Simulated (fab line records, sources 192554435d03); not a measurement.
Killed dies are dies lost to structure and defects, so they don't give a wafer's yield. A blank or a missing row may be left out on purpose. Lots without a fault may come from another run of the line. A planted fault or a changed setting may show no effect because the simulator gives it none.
fab line records | flow n5_finfet
record lots=9 wafers=27 last_day=16
route steps=1938 shown WELL_APT@43 PMOS_HMC_CHANNEL_EPI@74 BEOL_M4@1111 PASSIVATION@1936
lots that met no fault: from a run of the same line without faults
start_h: hours from the record's first day to the start of the lot's first wafer shown | wait_h: hours since the lot's step before | " the same as in the row above | L1.1+2: a row that stands for several wafers | - no value, or no start given | * or withheld: withheld | < > ~ a bound
route shown NAME@n: a module of which the file shows steps, and the number in the route of the first | usual: mean/standard deviation of fault-free wafers | same: alike in all rows | chamber/n: place in a boat | sites: the reading at each site | _std_site: their standard deviation | _edge_site: outer sites' mean less inner sites' | radius_mm: how far each site lies from the wafer's centre | mask NAME#n: copy n | behind: the tool/chamber that last shaped the wafer | hold: why the lot was held/for how many hours/how that ended | device: the transistor (n, p or np) that didn't switch | end of line: the same wafers' tests at the end of the route | a step without rows: its recipe alone | killed: dies lost to structure and defects at the first sort, not the wafer's yield | map: a wafer's dies, x killed, . not, _ none there
set.NAME: the setting as run; set.NAME@STEP: as run at that earlier step | model.NAME: the simulator's own value behind a step, which no gauge read
steps of the route over a sample of lots; a table a step, a row a wafer
services: from which hour (start_h, from the record's first day; less than 0 if before it) a tool's chamber was out of use, for how many hours, and why
## steps
# step N5_WELL_APT_CD_MEAS_25
# recipe target_cd_nm=200 landing_energy_ev=500 detector=se_inlens
# usual cd_nm=198.7/2
# columns lot.wafer tool chamber start_h wait_h cd_nm
L409.1 cd_sem-03 0 28.08 - 199.4
L409.2 " 0 " " 199.0
L409.4 " 0 " " 202.4
L411.2 cd_sem-02 0 39.15 - 198.5
L411.3 " 0 " " 198.9
L411.5 " 0 " " 198.4
L418.1 cd_sem-01 0 80.93 - 196.5
L418.3 " 0 " " 199.7
L418.5 " 0 " " 196.9
L419.1 cd_sem-01 0 86.94 - 197.9
L419.4 " 0 " " 194.5
L419.5 " 0 " " 199.4
L420.1 cd_sem-03 0 93.17 - 200.5
L420.4 " 0 " " 201.3
L420.5 " 0 " " 197.6
L422.3 cd_sem-03 0 105.67 - 197.3
L422.4 " 0 " " 201.9
L422.6 " 0 " " 201.3
L423.4 cd_sem-03 0 110.80 - 199.9
L423.5 " 0 " " 197.0
L423.6 " 0 " " 196.3
L424.2 cd_sem-01 0 116.98 - 199.9
L424.3 " 0 " " 198.2
L424.5 " 0 " " 199.4
L426.1 cd_sem-02 0 129.32 - 197.5
L426.5 " 0 " " 199.0
L426.6 " 0 " " 199.7
# step N5_WELL_APT_DESCUM_30
# recipe chemistry=O2 time_s=7.9 source_power_w=50 bias_power_w=20 pressure_mtorr=20 rf_frequency_hz=2.712e+07 temp_c=40 o2_flow_sccm=225
# usual bias_power_w=20.00/0.065 drypump_motor_current_A=5.6/0.46 oes_product_au=0.80/0.092 rf_vpp_V=243.4/1.6 showerhead_plenum_p_Torr=2.10/0.09 throttle_valve_pct=20.38/0.26
# columns lot.wafer tool chamber start_h wait_h bias_power_w drypump_motor_current_A oes_product_au rf_hours_counter_h rf_vpp_V showerhead_plenum_p_Torr throttle_valve_pct
L409.1 rie_diel-04 0 28.17 0.0 19.95 5.5 0.67 243 239.3 1.97 20.79
L409.2 " 3 " " 19.95 5.0 0.75 150 241.9 2.01 20.41
L409.4 " 2 " " 19.92 5.1 0.92 7 244.6 2.19 19.89
L411.2 rie_diel-03 3 39.34 0.1 19.97 5.6 0.72 156 245.5 2.14 20.60
L411.3 " 2 " " 20.01 6.0 0.82 96 243.4 2.01 20.26
L411.5 " 1 " " 20.05 5.2 1.01 - 245.4 2.23 20.00
L418.1 rie_diel-03 0 81.01 0.0 19.96 6.3 0.76 143 244.9 2.19 20.68
L418.3 " 3 " " 20.05 5.6 0.73 167 243.0 2.14 20.60
L418.5 " 2 " " 20.01 6.0 0.81 - 242.3 2.01 20.28
L419.1 rie_diel-01 2 87.07 0.1 19.97 5.1 0.70 233 241.9 1.97 20.72
L419.4 " 3 " " 19.98 5.7 0.76 153 244.6 2.15 20.18
L419.5 " 2 " " 19.91 5.1 0.70 - 241.6 1.97 20.70
L420.1 rie_diel-04 1 93.27 0.0 20.12 5.8 0.98 2 242.6 2.05 20.28
L420.4 " 3 " " 19.98 5.0 0.74 174 242.0 2.00 20.43
L420.5 " 2 " " 20.01 5.1 0.86 - 245.1 2.18 19.91
L422.3 rie_diel-01 1 105.77 0.1 20.10 5.8 0.72 172 242.5 2.01 20.45
L422.4 " 3 " " 19.91 5.7 0.75 160 244.6 2.14 20.19
L422.6 " 0 " " 20.03 6.5 0.88 - 244.1 2.17 20.41
L423.4 rie_diel-01 3 110.89 0.0 19.96 5.7 0.75 161 244.2 2.14 20.21
L423.5 " 3 " " 20.03 5.7 0.76 - 243.7 2.14 20.19
L423.6 " 2 " " 20.13 5.0 0.70 - 242.7 1.97 20.72
L424.2 rie_diel-04 0 117.39 0.4 20.11 5.5 0.91 18 245.2 2.23 20.35
L424.3 " 1 " " 20.06 5.8 0.95 12 242.4 2.05 20.27
L424.5 " 0 " " 20.04 5.6 0.91 - 245.7 2.23 20.34
L426.1 rie_diel-03 1 129.47 0.1 19.97 5.2 0.91 34 245.8 2.22 20.02
L426.5 " 3 " " 20.15 5.6 0.71 - 245.4 2.13 20.61
L426.6 " 0 " " 19.97 6.3 0.74 - 244.6 2.18 20.74
# step N5_PMOS_HMC_CHANNEL_EPI_FIN_RECESS_16
# recipe chemistry=HBr/Cl2 target=Si mask_material=SiO2 target_depth_a=540 time_s=18 pressure_mtorr=10 icp_w=800 bias_w=75 HBr_flow_sccm=150 Cl2_flow_sccm=80
# usual drypump_motor_current_A=5.7/0.53 oes_product_au=0.996/0.02 throttle_valve_pct=35.6/0.55
# columns lot.wafer tool chamber start_h wait_h drypump_motor_current_A oes_product_au rf_hours_counter_h throttle_valve_pct
L409.1 rie_si-03 2 31.64 0.0 6.5 0.981 104 34.8
L409.2 " 1 " " 5.6 0.956 7 35.8
L409.4 " 0 " " 5.9 1.014 49 34.7
L411.2 rie_si-06 1 42.59 0.0 5.9 0.991 120 35.3
L411.3 " 0 " " 4.8 0.960 17 36.3
L411.5 " 0 " " 4.8 0.970 - 36.3
L418.1 rie_si-04 1 83.64 0.0 6.1 1.029 181 35.6
L418.3 " 2 " " 5.9 0.991 3 35.6
L418.5 " 1 " " 6.1 1.018 - 35.7
L419.1 rie_si-04 3 89.72 0.0 4.9 1.017 5 35.9
L419.4 " 2 " " 5.9 1.010 3 35.6
L419.5 " 2 " " 5.9 1.020 - 35.6
L420.1 rie_si-06 3 96.34 0.0 5.4 0.985 64 36.2
L420.4 " 1 " " 5.9 0.998 121 35.4
L420.5 " 3 " " 5.3 0.984 - 36.2
L422.3 rie_si-03 0 108.75 0.0 6.0 1.022 50 34.8
L422.4 " 3 " " 5.1 0.988 - 35.0
L422.6 " 2 " " 6.5 0.978 - 34.8
L423.4 rie_si-03 3 114.00 0.0 5.0 0.988 56 35.0
L423.5 " 0 " " 5.9 0.885 - 35.0
L423.6 " 1 " " 5.6 0.949 - 35.8
L424.2 rie_si-04 3 119.89 0.0 4.9 1.011 5 35.9
L424.3 " 2 " " 5.9 1.012 4 35.6
L424.5 " 3 " " 4.9 1.008 - 35.9
L426.1 rie_si-06 3 132.23 0.0 5.3 0.993 65 36.2
L426.5 " 3 " " 5.3 0.989 - 36.3
L426.6 " 0 " " 4.8 0.960 - 36.3
# step N5_PMOS_HMC_CHANNEL_EPI_THK_MEAS_22
# recipe reads=SiGe30_of_PMOS_HMC_CHANNEL_EPI_EPI_20
# usual HMC_CMP_THK=54.0/1.2
# columns lot.wafer tool chamber start_h wait_h HMC_CMP_THK[nm]
L409.1 film_metro-02 - 33.45 - 55.3
L409.2 " - " " 51.5
L409.4 " - " " 54.4
L411.2 film_metro-01 - 44.40 - 53.5
L411.3 " - " " 52.1
L411.5 " - " " 51.7
L418.1 film_metro-01 - 86.37 - 54.8
L418.3 " - " " 53.0
L418.5 " - " " 54.5
L419.1 film_metro-01 - 92.45 - 56.1
L419.4 " - " " 54.8
L419.5 " - " " 54.8
L420.1 film_metro-01 - 98.14 - 54.6
L420.4 " - " " 53.6
L420.5 " - " " 54.1
L422.3 film_metro-01 - 110.55 - 54.3
L422.4 " - " " 53.0
L422.6 " - " " 54.7
L423.4 film_metro-01 - 115.81 - 52.5
L423.5 " - " " 42.5
L423.6 " - " " 51.6
L424.2 film_metro-01 - 121.69 - 55.2
L424.3 " - " " 54.9
L424.5 " - " " 55.1
L426.1 film_metro-02 - 134.03 - 54.3
L426.5 " - " " 54.3
L426.6 " - " " 51.2
# step N5_PMOS_HMC_CHANNEL_EPI_EPI_26
# recipe material=Si target_thk_a=38 temp_c=650 precursor=SiH4/H2 pressure_torr=20 time_s=22.7
# usual throttle_valve_pct=11.3/0.45
# columns lot.wafer tool chamber start_h wait_h throttle_valve_pct
L409.1 epi_rpcvd-03 0 33.55 0.0 11.5
L409.2 " 0 " " 11.9
L409.4 " 0 " " 11.6
L411.2 epi_rpcvd-01 0 44.61 0.1 11.9
L411.3 " 0 " " 11.6
L411.5 " 0 " " 11.6
L418.1 epi_rpcvd-02 0 86.48 0.0 10.9
L418.3 " 0 " " 10.8
L418.5 " 0 " " 10.6
L419.1 epi_rpcvd-03 0 92.56 0.0 11.7
L419.4 " 0 " " 11.6
L419.5 " 0 " " 12.0
L420.1 epi_rpcvd-03 0 98.24 0.0 11.5
L420.4 " 0 " " 11.6
L420.5 " 0 " " 11.7
L422.3 epi_rpcvd-03 0 110.79 0.2 11.6
L422.4 " 0 " " 11.7
L422.6 " 0 " " 11.6
L423.4 epi_rpcvd-03 0 116.11 0.2 11.4
L423.5 " 0 " " 11.5
L423.6 " 0 " " 11.3
L424.2 epi_rpcvd-02 0 121.85 0.1 10.7
L424.3 " 0 " " 10.5
L424.5 " 0 " " 10.7
L426.1 epi_rpcvd-02 0 134.14 0.0 11.0
L426.5 " 0 " " 10.9
L426.6 " 0 " " 10.6
# step N5_BEOL_M4_RC_MEAS_101
# usual DIBL_N=36.7/2.4 DIBL_P=37.4/2.9 IOFF_N=0.18/0.05 IOFF_P=0.23/0.058 ION_N=683/16 ION_P=467/11 SS_N=71.7/0.77 SS_P=73.5/0.87 VT_N=249/4.3 VT_P=-250/4.4
# columns lot.wafer tool chamber start_h wait_h DIBL_N[mV/V] DIBL_P[mV/V] IOFF_N[nA/um] IOFF_P[nA/um] ION_N[uA/um] ION_P[uA/um] SS_N[mV/dec] SS_P[mV/dec] VT_N[mV] VT_P[mV]
L409.1 prober-01 0 173.25 0.0 40.3 40.8 0.21 0.26 705 477 72.5 74.6 248 -248
L409.2 " 0 " " 39.0 38.0 0.17 0.21 685 461 72.2 73.5 250 -254
L409.4 " 0 " " 38.0 38.5 0.17 0.23 665 456 71.6 73.4 250 -252
L411.2 prober-01 0 190.50 0.2 37.9 36.9 0.17 0.20 657 450 72.0 73.5 251 -251
L411.3 " 0 " " 33.1 32.0 0.11 0.14 679 458 71.3 71.7 252 -257
L411.5 " 0 " " 34.5 32.7 0.12 0.14 660 447 70.7 72.0 257 -256
L418.1 prober-01 0 227.73 0.0 37.4 38.8 0.19 0.24 682 463 72.1 73.5 248 -250
L418.3 " 0 " " 36.5 35.5 0.15 0.18 667 448 71.5 71.9 251 -253
L418.5 " 0 " " 38.0 38.7 0.19 0.24 697 475 72.1 73.1 245 -249
L419.1 prober-02 0 235.22 0.0 34.1 33.5 0.12 0.18 677 468 69.9 72.7 252 -252
L419.4 " 0 " " 34.8 34.8 0.13 0.19 684 477 71.2 73.0 252 -249
L419.5 " 0 " " 35.5 36.5 0.16 0.23 711 484 70.5 73.3 246 -246
L420.1 prober-01 0 244.39 0.0 39.9 40.6 0.24 0.30 686 472 72.7 74.0 245 -245
L420.4 " 0 " " 40.1 41.1 0.24 0.30 701 468 73.2 74.5 249 -246
L420.5 " 0 " " 38.0 40.3 0.19 0.28 673 465 71.8 74.7 247 -243
L422.3 prober-01 0 251.78 0.3 35.1 35.5 0.17 0.21 667 459 71.8 73.4 250 -249
L422.4 " 0 " " 35.5 35.2 0.16 0.20 662 451 71.6 72.3 251 -251
L422.6 " 0 " " 36.0 37.2 0.18 0.22 672 461 72.4 73.4 250 -250
L423.4 prober-01 0 259.35 0.5 39.2 41.4 0.21 0.29 693 474 72.1 74.3 249 -245
L423.5 " 0 " " 36.9 37.1 0.16 0.21 668 428 71.3 72.5 250 -252
L423.6 " 0 " " 36.5 37.2 0.14 0.20 665 456 71.3 73.1 253 -253
L424.2 prober-02 0 260.05 0.2 34.8 37.0 0.14 0.21 662 461 71.4 73.7 254 -249
L424.3 " 0 " " 32.5 34.5 0.11 0.17 665 463 70.2 72.6 258 -253
L424.5 " 0 " " 34.2 36.5 0.13 0.19 658 460 70.7 73.0 255 -252
L426.1 prober-01 0 278.14 0.0 40.3 42.7 0.30 0.37 702 484 73.1 74.9 240 -243
L426.5 " 0 " " 40.3 41.8 0.27 0.34 679 466 73.4 76.0 245 -246
L426.6 " 0 " " 35.6 37.4 0.19 0.24 703 483 71.7 72.8 245 -247
# step N5_PASSIVATION_PROBE_49
# usual defect_limited_yield=91.4/1.6 killed_at_M0_to_M3=31/11 killed_at_M4_up=14/5.7 killed_at_contacts=12/6 killed_at_front_end=41/13 killed_at_other=3.3/2.8 killed_dies=101/19 killed_open=67/14 killed_short=33/8.2 sort_bin_4_leakage=0.0/0.37 sort_bin_5_function=5.0/1.1 sort_bin_6_memory=3.3/0.74 sort_bin_8_speed=0.0/0.36 sort_n_pass=1078/20 sort_yield_pct=91.3/1.7
# same gross_dies=1180 killed_at_back_side=0
# columns lot.wafer tool chamber start_h wait_h defect_limited_yield[%] killed_at_M0_to_M3 killed_at_M4_up killed_at_contacts killed_at_front_end killed_at_other killed_dies killed_open killed_short sort_bin_4_leakage[%] sort_bin_5_function[%] sort_bin_6_memory[%] sort_bin_8_speed[%] sort_n_pass sort_yield_pct[%]
L409.1 prober-02 - 272.04 0.0 91.8 30 5 9 49 4 97 60 36 0 4.5 3.4 0 1083 91.8
L409.2 prober-02 - 272.09 0.1 90.7 23 6 10 64 7 110 56 46 0 5.6 3.5 0 1070 90.7
L409.4 prober-02 - 272.19 0.2 93.7 12 4 10 46 2 74 45 28 0 2.7 3.3 0 1106 93.7
L411.2 prober-02 - 295.74 0.1 91.4 29 12 7 37 16 101 61 40 0 5.0 3.1 0 1079 91.4
L411.3 prober-02 - 295.79 0.1 93.9 16 11 13 29 3 72 53 15 0 3.4 2.2 0 1108 93.9
L411.5 prober-02 - 295.89 0.2 92.0 28 23 14 26 3 94 66 28 0 4.2 3.4 0 1086 92.0
L418.1 prober-02 - 328.45 0.0 92.3 29 20 13 22 7 91 62 27 0 4.7 2.7 0 1089 92.3
L418.3 prober-02 - 328.55 0.1 88.9 60 20 13 37 1 131 98 31 0 6.8 4.1 0 1049 88.9
L418.5 prober-02 - 328.65 0.2 89.7 48 12 29 21 11 121 75 44 0 5.8 4.1 0 1059 89.7
L419.1 prober-02 - 334.41 0.0 89.1 64 7 4 51 3 129 81 48 0 6.2 4.1 0 1051 89.1
L419.4 prober-02 - 334.56 0.2 91.9 35 15 5 38 3 96 63 31 0 5.1 2.9 0 1084 91.9
L419.5 prober-02 - 334.61 0.2 93.1 30 12 6 32 1 81 49 32 0 3.6 2.7 0 1099 93.1
L420.1 prober-01 - 354.77 0.0 91.9 19 21 6 46 3 95 77 17 0 5.2 2.8 0 1085 91.9
L420.4 prober-01 - 354.92 0.2 91.4 22 18 7 50 5 102 69 31 0 5.8 2.9 0 1078 91.4
L420.5 prober-01 - 354.97 0.2 89.3 32 28 10 52 4 126 83 42 0 5.9 4.2 0 1054 89.3
L422.3 prober-01 - 364.70 0.1 91.8 34 11 5 44 3 97 62 34 0 4.7 3.4 0 1083 91.8
L422.4 prober-01 - 364.75 0.2 94.1 15 11 4 38 2 70 49 19 0 2.8 3.1 0 1110 94.1
L422.6 prober-01 - 364.85 0.3 94.1 15 10 10 35 0 70 56 14 0 3.7 2.1 0 1110 94.1
L423.4 prober-02 - 368.53 0.2 94.7 20 5 9 27 2 63 39 22 0 3.1 1.9 0 1117 94.7
L423.5 prober-02 - 368.58 0.2 90.8 35 19 31 23 1 109 71 36 0 5.6 3.4 50.6 474 40.2
L423.6 prober-02 - 368.63 0.3 89.2 48 35 15 29 0 127 89 38 0 7.0 3.5 0 1053 89.2
L424.2 prober-01 - 371.98 0.1 89.7 42 13 6 57 3 121 76 44 0 6.2 3.7 0 1059 89.7
L424.3 prober-01 - 372.03 0.1 90.3 56 14 8 37 0 115 88 25 0 5.1 4.4 0 1065 90.3
L424.5 prober-01 - 372.13 0.2 91.1 29 9 9 56 2 105 79 25 0 5.2 3.4 0 1075 91.1
L426.1 prober-01 - 380.87 0.0 92.4 33 9 10 29 9 90 63 24 0.3 4.5 2.9 0 1086 92.0
L426.5 prober-01 - 381.07 0.2 92.9 30 12 12 26 4 84 55 27 0 4.5 2.6 0 1096 92.9
L426.6 prober-01 - 381.12 0.3 92.1 27 18 7 34 7 93 62 30 0 4.8 2.9 0 1087 92.1
# killed by level:class
L409.1 FIN_SAQP:geometric_particle:short=13 FIN_SAQP:geometric_particle:open=11 BEOL_M3:geometric_particle:open=8 MOL_CONTACT_COAG:geometric_particle:open=8 DUMMY_GATE:geometric_particle:open=6 BEOL_M0_SAQP:geometric_particle:open=5 BEOL_M2:geometric_particle:open=5 ILD0:geometric_particle:short=4
L409.2 FIN_SAQP:geometric_particle:short=13 GATE_CUT:geometric_particle:short=12 FIN_SAQP:geometric_particle:open=11 GATE_CUT:geometric_particle:open=9 DUMMY_GATE:geometric_particle:open=7 MOL_CONTACT_COAG:geometric_particle:open=6 BEOL_M0_SAQP:geometric_particle:short=6 PASSIVATION:area_etch=5
L409.4 FIN_SAQP:geometric_particle:short=16 MOL_CONTACT_COAG:geometric_particle:open=10 FIN_SAQP:geometric_particle:open=8 STI_FIN_REVEAL:geometric_particle:open=4 DUMMY_GATE:geometric_particle:open=4 BEOL_M3:geometric_particle:open=4 DUMMY_GATE:geometric_particle:short=3 GATE_CUT:geometric_particle:short=3
L411.2 BEOL_M0_SAQP:geometric_particle:open=13 BEOL_M0_SAQP:geometric_particle:short=9 GATE_CUT:geometric_particle:short=8 MOL_CONTACT_COAG:geometric_particle:open=7 FIN_SAQP:geometric_particle:open=5 STI_FIN_REVEAL:geometric_particle:open=5 PAD_METAL:geometric_particle:open=5 BEOL_M4:geometric_particle:open=4
L411.3 MOL_CONTACT_COAG:geometric_particle:open=12 STI_FIN_REVEAL:geometric_particle:open=7 BEOL_M4:geometric_particle:open=6 BEOL_M2:geometric_particle:open=5 HKMG_FIN:area_etch=4 GATE_CUT:geometric_particle:short=3 BEOL_M0_SAQP:geometric_particle:open=3 BEOL_M0_SAQP:geometric_particle:short=3
L411.5 MOL_CONTACT_COAG:geometric_particle:open=11 BEOL_M0_SAQP:geometric_particle:short=9 BEOL_M0_SAQP:geometric_particle:open=8 BEOL_M4:geometric_particle:open=8 FIN_SAQP:geometric_particle:open=6 STI_FIN_REVEAL:geometric_particle:open=6 BEOL_M4:geometric_particle:short=6 BEOL_M2:geometric_particle:open=5
L418.1 BEOL_M4:geometric_particle:open=11 BEOL_M2:geometric_particle:open=10 MOL_CONTACT_COAG:geometric_particle:open=9 BEOL_M0_SAQP:geometric_particle:short=6 BEOL_M0_SAQP:geometric_particle:open=5 BEOL_M7:geometric_particle:open=5 STI_FIN_REVEAL:geometric_particle:open=4 MOL_CONTACT_COAG:geometric_particle:short=4
L418.3 FIN_SAQP:geometric_particle:open=18 BEOL_M1:geometric_particle:open=12 MOL_CONTACT_COAG:geometric_particle:open=11 BEOL_M0_SAQP:geometric_particle:open=10 BEOL_M2:geometric_particle:open=10 BEOL_M3:geometric_particle:open=8 BEOL_M0_SAQP:geometric_particle:short=6 BEOL_M1:geometric_particle:short=6
L418.5 MOL_CONTACT_COAG:geometric_particle:open=25 BEOL_M2:geometric_particle:open=16 BEOL_M2:geometric_particle:short=8 BEOL_M1:geometric_particle:short=7 BEOL_M0_SAQP:geometric_particle:open=5 MOL_CONTACT_COAG:geometric_particle:short=4 BEOL_M0_SAQP:geometric_particle:short=4 STARTING-WAFER:geometric_particle:open=4
L419.1 BEOL_M0_SAQP:geometric_particle:short=23 BEOL_M0_SAQP:geometric_particle:open=19 FIN_SAQP:geometric_particle:open=12 FIN_SAQP:geometric_particle:short=9 GATE_CUT:geometric_particle:open=8 GATE_CUT:geometric_particle:short=7 BEOL_M3:geometric_particle:open=7 STI_FIN_REVEAL:geometric_particle:open=6
L419.4 DUMMY_GATE:geometric_particle:open=8 BEOL_M0_SAQP:geometric_particle:open=8 BEOL_M1:geometric_particle:open=8 STI_FIN_REVEAL:geometric_particle:open=6 BEOL_M4:geometric_particle:open=6 FIN_SAQP:geometric_particle:open=5 ILD0:geometric_particle:short=5 BEOL_M0_SAQP:geometric_particle:short=5
L419.5 BEOL_M0_SAQP:geometric_particle:short=9 BEOL_M1:geometric_particle:open=8 STI_FIN_REVEAL:geometric_particle:open=7 GATE_CUT:geometric_particle:short=6 BEOL_M0_SAQP:geometric_particle:open=6 MOL_CONTACT_COAG:geometric_particle:open=5 FIN_SAQP:geometric_particle:short=3 DUMMY_GATE:geometric_particle:open=3
L420.1 STI_FIN_REVEAL:geometric_particle:open=25 BEOL_M4:geometric_particle:open=12 MOL_CONTACT_COAG:geometric_particle:open=6 FIN_SAQP:geometric_particle:open=5 STARTING-WAFER:geometric_particle:open=5 STI_FIN_REVEAL:geometric_particle:short=3 BEOL_M0_SAQP:geometric_particle:open=3 BEOL_M1:geometric_particle:open=3
L420.4 STI_FIN_REVEAL:geometric_particle:open=25 FIN_SAQP:geometric_particle:short=8 MOL_CONTACT_COAG:geometric_particle:open=7 BEOL_M4:geometric_particle:open=7 BEOL_M3:geometric_particle:open=5 STI_FIN_REVEAL:geometric_particle:short=4 GATE_CUT:geometric_particle:open=4 BEOL_M0_SAQP:geometric_particle:open=4
L420.5 STI_FIN_REVEAL:geometric_particle:open=26 BEOL_M4:geometric_particle:open=13 BEOL_M0_SAQP:geometric_particle:short=9 MOL_CONTACT_COAG:geometric_particle:open=8 GATE_CUT:geometric_particle:short=6 BEOL_M2:geometric_particle:open=6 STI_FIN_REVEAL:geometric_particle:short=4 BEOL_M1:geometric_particle:short=4
L422.3 BEOL_M3:geometric_particle:open=17 STI_FIN_REVEAL:geometric_particle:open=12 FIN_SAQP:geometric_particle:short=9 BEOL_M2:geometric_particle:open=6 FIN_SAQP:geometric_particle:open=5 BEOL_M4:geometric_particle:open=4 STARTING-WAFER:geometric_particle:open=4 DUMMY_GATE:geometric_particle:open=3
L422.4 FIN_SAQP:geometric_particle:open=9 DUMMY_GATE:geometric_particle:open=6 ILD0:geometric_particle:short=5 STARTING-WAFER:geometric_particle:open=4 FIN_SAQP:geometric_particle:short=3 ILD0:geometric_particle:open=3 MOL_CONTACT_COAG:geometric_particle:open=3 BEOL_M0_SAQP:geometric_particle:open=3
L422.6 MOL_CONTACT_COAG:geometric_particle:open=9 FIN_SAQP:geometric_particle:open=7 STI_FIN_REVEAL:geometric_particle:open=6 BEOL_M2:geometric_particle:open=5 BEOL_M3:geometric_particle:open=5 GATE_CUT:geometric_particle:short=4 FIN_CUT:geometric_particle:open=4 DUMMY_GATE:geometric_particle:open=4
L423.4 MOL_CONTACT_COAG:geometric_particle:open=7 FIN_SAQP:geometric_particle:short=5 BEOL_M0_SAQP:geometric_particle:open=5 BEOL_M3:geometric_particle:open=5 STI_FIN_REVEAL:geometric_particle:open=4 STARTING-WAFER:geometric_particle:open=4 BEOL_M2:geometric_particle:open=3 STARTING-WAFER:geometric_particle:short=3
L423.5 MOL_CONTACT_COAG:geometric_particle:open=23 MOL_CONTACT_COAG:geometric_particle:short=8 BEOL_M0_SAQP:geometric_particle:open=8 BEOL_M4:geometric_particle:open=8 BEOL_M0_SAQP:geometric_particle:short=7 FIN_SAQP:geometric_particle:open=4 FIN_SAQP:geometric_particle:short=4 STI_FIN_REVEAL:geometric_particle:open=4
L423.6 BEOL_M4:geometric_particle:open=15 BEOL_M2:geometric_particle:open=13 MOL_CONTACT_COAG:geometric_particle:open=11 FIN_SAQP:geometric_particle:short=9 BEOL_M0_SAQP:geometric_particle:short=9 BEOL_M0_SAQP:geometric_particle:open=8 BEOL_M1:geometric_particle:open=7 BEOL_M5:geometric_particle:open=6
L424.2 FIN_SAQP:geometric_particle:open=15 BEOL_M0_SAQP:geometric_particle:open=12 STI_FIN_REVEAL:geometric_particle:open=9 BEOL_M0_SAQP:geometric_particle:short=9 FIN_SAQP:geometric_particle:short=8 BEOL_M1:geometric_particle:open=8 BEOL_M4:geometric_particle:open=7 STI_FIN_REVEAL:geometric_particle:short=5
L424.3 BEOL_M3:geometric_particle:open=16 BEOL_M1:geometric_particle:open=14 STI_FIN_REVEAL:geometric_particle:open=12 FIN_SAQP:geometric_particle:open=8 BEOL_M0_SAQP:geometric_particle:open=8 BEOL_M4:geometric_particle:open=7 MOL_CONTACT_COAG:geometric_particle:open=6 BEOL_M0_SAQP:geometric_particle:short=6
L424.5 STI_FIN_REVEAL:geometric_particle:open=13 BEOL_M3:geometric_particle:open=11 FIN_SAQP:geometric_particle:open=10 FIN_SAQP:geometric_particle:short=9 BEOL_M2:geometric_particle:open=9 MOL_CONTACT_COAG:geometric_particle:open=7 DUMMY_GATE:geometric_particle:open=6 BEOL_M4:geometric_particle:open=6
L426.1 STI_FIN_REVEAL:geometric_particle:open=9 BEOL_M3:geometric_particle:open=9 MOL_CONTACT_COAG:geometric_particle:open=8 BEOL_M2:geometric_particle:open=8 BEOL_M4:geometric_particle:open=5 BEOL_M1:geometric_particle:open=4 BEOL_M0_SAQP:geometric_particle:open=4 BEOL_M0_SAQP:geometric_particle:short=4
L426.5 MOL_CONTACT_COAG:geometric_particle:open=9 BEOL_M2:geometric_particle:open=9 FIN_SAQP:geometric_particle:open=7 BEOL_M3:geometric_particle:open=6 BEOL_M4:geometric_particle:open=4 DUMMY_GATE:geometric_particle:open=3 ILD0:geometric_particle:short=3 GATE_CUT:geometric_particle:short=3
L426.6 BEOL_M3:geometric_particle:open=12 BEOL_M4:geometric_particle:open=8 GATE_CUT:geometric_particle:open=6 MOL_CONTACT_COAG:geometric_particle:open=6 STI_FIN_REVEAL:geometric_particle:short=4 DUMMY_GATE:geometric_particle:open=4 BEOL_M0_SAQP:geometric_particle:short=4 BEOL_M1:geometric_particle:open=4
## services
# columns tool chamber start_h hours kind
rie_diel-01 - 9.60 0.5 repair
rie_diel-04 - 13.37 0.4 repair
epi_rpcvd-01 - 22.87 3.9 repair
rie_diel-04 3 36.00 5.1 repair
rie_si-03 2 48.12 6.6 repair
rie_diel-04 0 48.31 - clean
rie_diel-04 0 48.31 - consumable_replace:focus_ring
rie_diel-04 0 48.31 - consumable_replace:showerhead
rie_diel-04 0 48.31 23.4 scheduled_down
rie_diel-04 0 48.31 23.4 vent_cycle
rie_diel-03 3 53.73 7.9 repair
rie_diel-04 1 71.81 - clean
rie_diel-04 1 71.81 - consumable_replace:focus_ring
rie_diel-04 1 71.81 14.5 scheduled_down
rie_diel-04 1 71.81 14.5 vent_cycle
rie_si-03 1 96.87 2.1 repair
rie_si-03 1 103.80 9.2 repair
epi_rpcvd-02 - 111.24 2.8 pm
rie_diel-01 1 119.12 7.1 repair
rie_diel-01 2 133.21 - clean
rie_diel-01 2 133.21 - consumable_replace:focus_ring
rie_diel-01 2 133.21 - consumable_replace:showerhead
rie_diel-01 2 133.21 16.2 scheduled_down
rie_diel-01 2 133.21 16.2 vent_cycle
## key
first_sign step=N5_PMOS_HMC_CHANNEL_EPI_FIN_RECESS_16 reading=oes_product_au direction=down sigmas=5.7 usual=0.996 struck=0.885
effect step=N5_PMOS_HMC_CHANNEL_EPI_THK_MEAS_22 reading=HMC_CMP_THK direction=down sigmas=9.3 usual=54.0 struck=42.5
effect step=N5_BEOL_M4_RC_MEAS_101 reading=ION_P direction=down sigmas=3.6 usual=467 struck=428
effect step=N5_PASSIVATION_PROBE_49 reading=sort_bin_8_speed direction=up sigmas=99+ usual=0.0 struck=50.6
met_at N5_PMOS_HMC_CHANNEL_EPI_FIN_RECESS_16
struck_lots L423
struck_wafers L423.5
not_acting_at N5_WELL_APT_CD_MEAS_25,N5_WELL_APT_DESCUM_30,N5_PMOS_HMC_CHANNEL_EPI_EPI_26
onset_between 108.75 114.00
fault kind=process_parameter_drift tool=rie_si-03 chamber=- onset_h=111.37 steps=N5_PMOS_HMC_CHANNEL_EPI_FIN_RECESS_16 channel=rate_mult offset=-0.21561 shape=step end_h=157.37 scope=struck_wafers_only
